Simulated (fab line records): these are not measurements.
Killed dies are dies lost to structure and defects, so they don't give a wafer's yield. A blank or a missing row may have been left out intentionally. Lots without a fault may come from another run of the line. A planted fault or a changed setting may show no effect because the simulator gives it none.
Problem report in the 8D (eight disciplines) form, filled by code | flow nand harc | the parts of the form that need people (team, actions taken, sign-off) are left out

## 1. THE PROBLEM
Mean of susceptor temp C at NHARC_A_CHANNEL_FILL_D1_ALD_02: 304.86 C across 6 wafers in 2 lots; on wafers with no fault it is 300.01 C (standard deviation 0.22). That is +22 standard deviations from the usual mean.
The step: deposits SiO2, target thk 6 nm, pulse time 10 s, ald cycles 60.
Seen first at day 9 14:36 on ald hk-03, wafer L511.2. The record has a number at this step for 36 wafers belonging to 12 lots. Rule for "out" (also "out of limits"): further than 4 standard deviations from the usual mean. The rest of the wafers with a number are treated as sound.

## 2. WHAT IT IS, WHAT IT ISN'T
question                    | is                     | is not
which readings at this step | susceptor temp C       | heater power w, precursor pulse height rel
which lots                  | L511, L512             | L506, L508, L513, L518, L522, L524, L526, L527, L528, L529
which wafers of those lots  | all that have a number | -
read on which tools         | ald hk-03              | ald hk-02, ald hk-04
when                        | from day 9 14:36       | up to then (6 sound wafers); but 24 sound wafers of L513, L518, L522, L524, L526, L527, L528, L529 came after

## 3. WHAT RULES OUT EACH SUSPECT
Counting: any tool at a process step up to the reading is kept as a suspect provided that every lot that is out went through it and no sound lot did after the first of them.
- ald hk-03 at NHARC_A_CHANNEL_FILL_D1_ALD_02 (deposits SiO2, target thk 6 nm, pulse time 10 s, ald cycles 60): ruled out as a lasting fault. Sound lots L524, L527, L528 ran on it after its first lot that is out, L511 (day 9 14:36).
Left after counting: nothing in the record.

## 4. THE CAUSE (what the simulator had put in)
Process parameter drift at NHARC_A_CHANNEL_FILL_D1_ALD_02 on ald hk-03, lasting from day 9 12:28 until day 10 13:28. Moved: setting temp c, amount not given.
Counting ruled it out, wrongly.

## 5. THE CHAIN OF EFFECTS, in route order
One row per reading whose mean, taken over the struck wafers that have a number, lies over 3 standard deviations from the usual. Scope: only readings with a usual standard deviation given in the record; hours: median across lots of the time from each lot's start at the first step in this table that gives one to its start at this step; sigmas: change in usual standard deviations.
hours | step                           | reading          | usual    | on struck wafers | change | sigmas
0     | NHARC_A_CHANNEL_FILL_D1_ALD_02 | susceptor temp C | 300.01 C | 304.86           | +4.85  | +22
Its process steps:
- NHARC_A_CHANNEL_FILL_D1_ALD_02: deposits SiO2, target thk 6 nm, pulse time 10 s, ald cycles 60.

## 6. HOW IT WOULD HAVE BEEN CAUGHT EARLIER
The fault began at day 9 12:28; the first out-of-limits reading in this record came at day 9 14:36, 2 hours later.
